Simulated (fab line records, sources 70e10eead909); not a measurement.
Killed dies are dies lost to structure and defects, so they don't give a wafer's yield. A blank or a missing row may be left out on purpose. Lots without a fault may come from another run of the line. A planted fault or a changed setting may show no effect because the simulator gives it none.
Which tool did it? | flow nand_harc | 11 lots, 33 wafers sampled, at 2 steps of a route of 1159

WHAT THE GAUGES READ, wafer by wafer
NHARC_A_SLIT_CD_MEAS_21. Usual: cd_nm 289.4 nm, standard deviation 0.97.
lot  | measured     | on        | cd_nm (nm)        | flag
L991 | day 14 10:59 | cd_sem-01 | 287.4 287.3 286.7 |
L997 | day 15 12:41 | cd_sem-01 | 290.6 289.6 290.4 |
L100 | day 16 20:14 | cd_sem-03 | 289.1 288.4 288.9 |
L102 | day 17 19:58 | cd_sem-01 | 290.1 289.6 288.4 |
L103 | day 17 16:52 | cd_sem-03 | 289.0 291.1 289.4 |
L106 | day 18 07:25 | cd_sem-02 | 290.8 290.5 290.5 |
L109 | day 18 11:05 | cd_sem-03 | 288.8 288.9 288.7 |
L112 | day 19 10:41 | cd_sem-02 | 290.5 290.0 290.5 |
L113 | day 19 10:56 | cd_sem-02 | 290.0 289.9 289.6 |
L111 | day 19 22:38 | cd_sem-02 | 288.8 288.7 289.9 |
L114 | day 20 00:13 | cd_sem-03 | 289.3 290.5 290.1 |

WHICH TOOL RAN EACH LOT (tool, then ch and the chambers of the sampled wafers, then the start)
lot  | NHARC_A_SGD_CUT_ETCH_16
L991 | rie_diel-02 ch 0,1, day 14 10:59 or earlier
L997 | rie_diel-08 ch 1,2, day 15 12:41 or earlier
L100 | rie_diel-04 ch 1,2,3, day 16 20:14 or earlier
L102 | rie_diel-08 ch 2,3, day 17 19:58 or earlier
L103 | rie_diel-02 ch 0,2,3, day 17 16:52 or earlier
L106 | rie_diel-02 ch 1,2,3, day 18 07:25 or earlier
L109 | rie_diel-04 ch 2,3, day 18 11:05 or earlier
L112 | rie_diel-08 ch 1,2,3, day 19 10:41 or earlier
L113 | rie_diel-04 ch 0,1, day 19 10:56 or earlier
L111 | rie_diel-04 ch 2,3, day 19 22:38 or earlier
L114 | rie_diel-02 ch 0,3, day 20 00:13 or earlier
- NHARC_A_SGD_CUT_ETCH_16: etches the open film in C4F8/O2/Ar, target depth 310.5 nm, time 155.2 s.

WHAT THE TOOLS THEMSELVES READ (means of the sampled wafers that have a number; where no wafer has one, the mark that the record gives instead)
NHARC_A_SGD_CUT_ETCH_16. Usual: oes_product_au 0.966 a.u., standard deviation 0.016; rf_vpp_V 724 V, standard deviation 4.7.
lot  | tool        | oes_product_au (a.u.) | rf_vpp_V (V) | flag
L991 | rie_diel-02 | 0.967                 | 720          |
L997 | rie_diel-08 | 0.947                 | 721          |
L100 | rie_diel-04 | 0.964                 | 725          |
L102 | rie_diel-08 | 0.952                 | 723          |
L103 | rie_diel-02 | 0.941                 | 724          |
L106 | rie_diel-02 | 0.985                 | 720          |
L109 | rie_diel-04 | 0.987                 | 727          |
L112 | rie_diel-08 | 0.978                 | 721          |
L113 | rie_diel-04 | 0.940                 | 727          |
L111 | rie_diel-04 | 0.972                 | 727          |
L114 | rie_diel-02 | 0.961                 | 727          |

THE ANSWER, worked out from the rows above alone
Rule: a lot is off if the mean of its wafers that have a number lies more than 3 standard deviations from the usual mean. A lot without any number at a reading at which 4 lots or more have one is off too. The other lots that the step has rows for count as sound. The gauges are gone through in route order, then the tools' own readings, and for those a lot's mean is taken as printed above. The first step at which some lot is off is used, and at that step the reading that is off furthest; a lot without a number counts as furthest.
No lot is off at any reading shown: from this, nothing can be told.

WHAT THE SIMULATOR HAD PUT IN
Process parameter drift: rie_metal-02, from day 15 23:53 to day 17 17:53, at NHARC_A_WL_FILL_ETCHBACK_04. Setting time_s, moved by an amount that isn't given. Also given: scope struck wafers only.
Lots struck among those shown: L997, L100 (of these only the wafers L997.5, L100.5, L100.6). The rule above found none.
